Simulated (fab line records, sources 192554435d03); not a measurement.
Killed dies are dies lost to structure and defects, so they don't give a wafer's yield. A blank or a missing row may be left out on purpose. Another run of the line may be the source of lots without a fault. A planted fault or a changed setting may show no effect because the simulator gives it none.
Split-lot study + flow n5-finfet + route with 1938 steps; 7 lots, 39 wafers read

THE SPLIT ITSELF
At N5_MOL_CONTACT_COAG_ALD_131 (deposits SiO2, target thk 5 nm, pulse time 1 s, co reactant pulse time 1 s), the setting ald-cycles was moved away from the recipe's 35 on 9 of the 39 wafers read, by -11.4% to +11.4%. The other wafers ran this setting at the recipe's value.

Reading taken at the split's own step.

THE READING
SiO2_of_MOL_CONTACT_COAG_ALD_131.thk-nm (the simulator's own value, which no gauge read), in nm, at N5_MOL_CONTACT_COAG_ALD_131 (deposits SiO2, target thk 5 nm, pulse time 1 s, co reactant pulse time 1 s). The file does not state a usual value for it.

| wafer  | tool, chamber at the split | ald-cycles as run | against the recipe | SiO2_of_MOL_CONTACT_COAG_ALD_131.thk-nm, nm | against lot-mates on the recipe |
|--------|----------------------------|-------------------|--------------------|---------------------------------------------|---------------------------------|
| L075.1 | ald-sin-02, 2,3,0          | 35                | recipe             | 5                                           | -                               |
| L075.3 | ald-sin-02, 2,3,0          | 35                | recipe             | 5                                           | -                               |
| L075.5 | ald-sin-02, 2,3,0          | 35                | recipe             | 5                                           | -                               |
| L075.2 | ald-sin-02, 1,0,1          | 31                | -11.4%             | 4.4                                         | -0.6                            |
| L075.4 | ald-sin-02, 1,0,1          | 31                | -11.4%             | 4.4                                         | -0.6                            |
| L075.6 | ald-sin-02, 1,0,1          | 31                | -11.4%             | 4.4                                         | -0.6                            |
| L081.1 | ald-sin-02, 0,3,1          | 35                | recipe             | 5                                           | -                               |
| L081.2 | ald-sin-02, 0,3,1          | 35                | recipe             | 5                                           | -                               |
| L081.3 | ald-sin-02, 0,3,1          | 35                | recipe             | 5                                           | -                               |
| L084.1 | ald-sin-03, 1,3,0,2,3,2    | 35                | recipe             | 5                                           | -                               |
| L084.2 | ald-sin-03, 1,3,0,2,3,2    | 35                | recipe             | 5                                           | -                               |
| L084.3 | ald-sin-03, 1,3,0,2,3,2    | 35                | recipe             | 5                                           | -                               |
| L084.4 | ald-sin-03, 1,3,0,2,3,2    | 35                | recipe             | 5                                           | -                               |
| L084.5 | ald-sin-03, 1,3,0,2,3,2    | 35                | recipe             | 5                                           | -                               |
| L084.6 | ald-sin-03, 1,3,0,2,3,2    | 35                | recipe             | 5                                           | -                               |
| L086.1 | ald-sin-03, 1,2,3,0,3,0    | 35                | recipe             | 5                                           | -                               |
| L086.2 | ald-sin-03, 1,2,3,0,3,0    | 35                | recipe             | 5                                           | -                               |
| L086.3 | ald-sin-03, 1,2,3,0,3,0    | 35                | recipe             | 5                                           | -                               |
| L086.4 | ald-sin-03, 1,2,3,0,3,0    | 35                | recipe             | 5                                           | -                               |
| L086.5 | ald-sin-03, 1,2,3,0,3,0    | 35                | recipe             | 5                                           | -                               |
| L086.6 | ald-sin-03, 1,2,3,0,3,0    | 35                | recipe             | 5                                           | -                               |
| L087.1 | ald-sin-03, 0,2,3,1,0,1    | 35                | recipe             | 5                                           | -                               |
| L087.2 | ald-sin-03, 0,2,3,1,0,1    | 35                | recipe             | 5                                           | -                               |
| L087.3 | ald-sin-03, 0,2,3,1,0,1    | 35                | recipe             | 5                                           | -                               |
| L087.4 | ald-sin-03, 0,2,3,1,0,1    | 35                | recipe             | 5                                           | -                               |
| L087.5 | ald-sin-03, 0,2,3,1,0,1    | 35                | recipe             | 5                                           | -                               |
| L087.6 | ald-sin-03, 0,2,3,1,0,1    | 35                | recipe             | 5                                           | -                               |
| L095.1 | ald-sin-03, 0,2,3          | 35                | recipe             | 5                                           | -                               |
| L095.4 | ald-sin-03, 0,2,3          | 35                | recipe             | 5                                           | -                               |
| L095.5 | ald-sin-03, 0,2,3          | 35                | recipe             | 5                                           | -                               |
| L095.2 | ald-sin-03, 3              | 37                | +5.7%              | 5.4                                         | +0.4                            |
| L095.3 | ald-sin-03, 1,2            | 37                | +5.7%              | 5.2                                         | +0.2                            |
| L095.6 | ald-sin-03, 1,2            | 37                | +5.7%              | 5.2                                         | +0.2                            |
| L096.1 | ald-sin-02, 2,3,3          | 39                | +11.4%             | 5.6                                         | +0.6                            |
| L096.2 | ald-sin-02, 2,3,3          | 39                | +11.4%             | 5.6                                         | +0.6                            |
| L096.5 | ald-sin-02, 2,3,3          | 39                | +11.4%             | 5.6                                         | +0.6                            |
| L096.3 | ald-sin-02, 1,0,2          | 35                | recipe             | 5                                           | -                               |
| L096.4 | ald-sin-02, 1,0,2          | 35                | recipe             | 5                                           | -                               |
| L096.6 | ald-sin-02, 1,0,2          | 35                | recipe             | 5                                           | -                               |
Where a row lists several chambers, the file gives one row for several wafers and doesn't say which wafer went through which chamber.

FIT RESULTS
A straight line over all 39 wafers: SiO2_of_MOL_CONTACT_COAG_ALD_131.thk-nm changes by +0.0519 nm for each +1% of ald-cycles; r = +0.99; the points scatter about the line by 0.028 nm.
The same after taking each lot's own level away (the mean of its wafers on the recipe; 39 wafers): +0.0519 nm for each +1%; r = +0.99; scatter 0.028 nm.
That fit puts the effect of the largest move of ald-cycles on the reading at 0.59 nm.
The lots' own levels span 5.00 to 5.00 nm.
The two slopes agree, so the slope changes little with the lot-to-lot level.
Check: -0.594 nm against its lot-mates is what the line predicts for one of the wafers moved furthest among these (-11.4%) when that wafer is left out of the fit. Against them it came out at -0.6 nm.

THE OTHER SPLITS THESE WAFERS WENT THROUGH
Before the reading, these wafers also passed through other splits. Each is held against what the fit with the lots' levels taken away leaves over:
| other split on the same wafers               | wafers away from the commonest value | r with SiO2_of_MOL_CONTACT_COAG_ALD_131.thk-nm (lot level and that fit taken away) |
|----------------------------------------------|--------------------------------------|------------------------------------------------------------------------------------|
| N5_FIN_SAQP_ETCH_34 source-w                 | 9                                    | +0.20                                                                              |
| N5_DUMMY_GATE_ETCH_31 target-depth-a         | 12                                   | +0.04                                                                              |
| N5_GATE_CUT_CUT_ETCH_53 icp-w                | 12                                   | +0.06                                                                              |
| N5_MOL_CONTACT_COAG_CONTACT_ETCH_14 source-w | 15                                   | +0.23                                                                              |

FILE'S OWN FIT
SiO2_of_MOL_CONTACT_COAG_ALD_131.thk-nm changes by +0.0519 nm for each +1% of ald-cycles, r = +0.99.
